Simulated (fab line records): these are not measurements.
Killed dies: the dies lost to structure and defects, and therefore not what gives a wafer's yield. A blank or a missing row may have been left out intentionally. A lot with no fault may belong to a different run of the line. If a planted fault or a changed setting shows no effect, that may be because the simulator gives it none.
Code-filled problem report in 8D (eight disciplines) form :: flow n5 finfet :: the parts of the form that need people (team, actions taken, sign-off) are left out

## 1. WHAT IS WRONG
Wafers without a fault read 5.20 s, standard deviation 0.12; etch rf on time s at N5_BEOL_M5_ETCH_75 reads a mean of 6.12 s on 2 wafers belonging to 2 lots. That is +7.6 standard deviations from the usual mean.
The step: etches underlayer in N2/H2, target depth 6.5 nm, time 5.2 s.
Earliest sighting: wafer L111.4 on rie diel-05 at day 11 00:41. The record has a number at this step for 18 wafers belonging to 6 lots. Rule for "out" (also "out of limits"): further than 4 standard deviations from the usual mean. The other wafers with a number count as sound.

## 2. WHAT IT IS, AND WHAT IT ISN'T
question: which readings at this step
is: etch rf on time s
is not: oes product au, rf vpp V, showerhead plenum p Torr, throttle valve pct

question: which lots
is: L111, L118
is not: L107, L109, L119, L124

question: which wafers of those lots
is: L111.4, L118.2
is not: L111.1, L111.6, L118.3, L118.6

question: read on which tools
is: rie diel-05
is not: rie diel-01, rie diel-02

question: when
is: from day 11 00:41
is not: up to then (8 sound wafers); but 8 sound wafers of L118, L119, L124 came after

## 3. THE SUSPECTS, EACH WITH WHAT RULES IT OUT
Counting: any tool at a process step up to the reading remains a suspect provided it ran every lot that is out. Sound lots after the first of them don't rule it out here, since some wafers of a struck lot are sound.
- rie diel-05 at N5_BEOL_M5_DESCUM_33 (chemistry O2, time 7 s): kept. It ran every lot that is out, first L111 (day 11 00:38); its last sound lot up to then is L109 (day 9 23:26).
- rie diel-05 at N5_BEOL_M5_ETCH_75 (etches underlayer in N2/H2, target depth 6.5 nm, time 5.2 s): kept. It ran every lot that is out, first L111 (day 11 00:41); its last sound lot up to then is L109 (day 9 23:28). On those wafers its own readings are out: etch rf on time s.
Left after counting: rie diel-05 at N5_BEOL_M5_DESCUM_33, rie diel-05 at N5_BEOL_M5_ETCH_75.

## 4. THE CAUSE (what the simulator had put in)
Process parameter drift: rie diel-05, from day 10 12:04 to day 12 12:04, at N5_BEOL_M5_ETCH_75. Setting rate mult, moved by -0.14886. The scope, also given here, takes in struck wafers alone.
This tool is one of the 2 suspects left after counting.

## 5. SEQUENCE OF EFFECTS, ordered by route
Rows list readings where the struck wafers' mean (over those with a number) sits beyond 3 standard deviations from the usual. Readings are gone through only where the record gives a usual standard deviation; hours: the median, over the lots, of the time from a lot's start at the first step in this table giving one to that lot's start at this step; sigmas: the change measured in usual standard deviations.
hours: 0
step: N5_BEOL_M5_ETCH_75
reading: etch rf on time s
usual: 5.20 s
on struck wafers: 6.12
change: +0.92
sigmas: +7.6
Here are the process steps it includes:
- N5_BEOL_M5_ETCH_75: etches underlayer in N2/H2, target depth 6.5 nm, time 5.2 s.

## 6. HOW IT WOULD HAVE BEEN CAUGHT EARLIER
First out-of-limits reading in this record: day 11 00:41, which is 13 hours after fault onset at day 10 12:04.
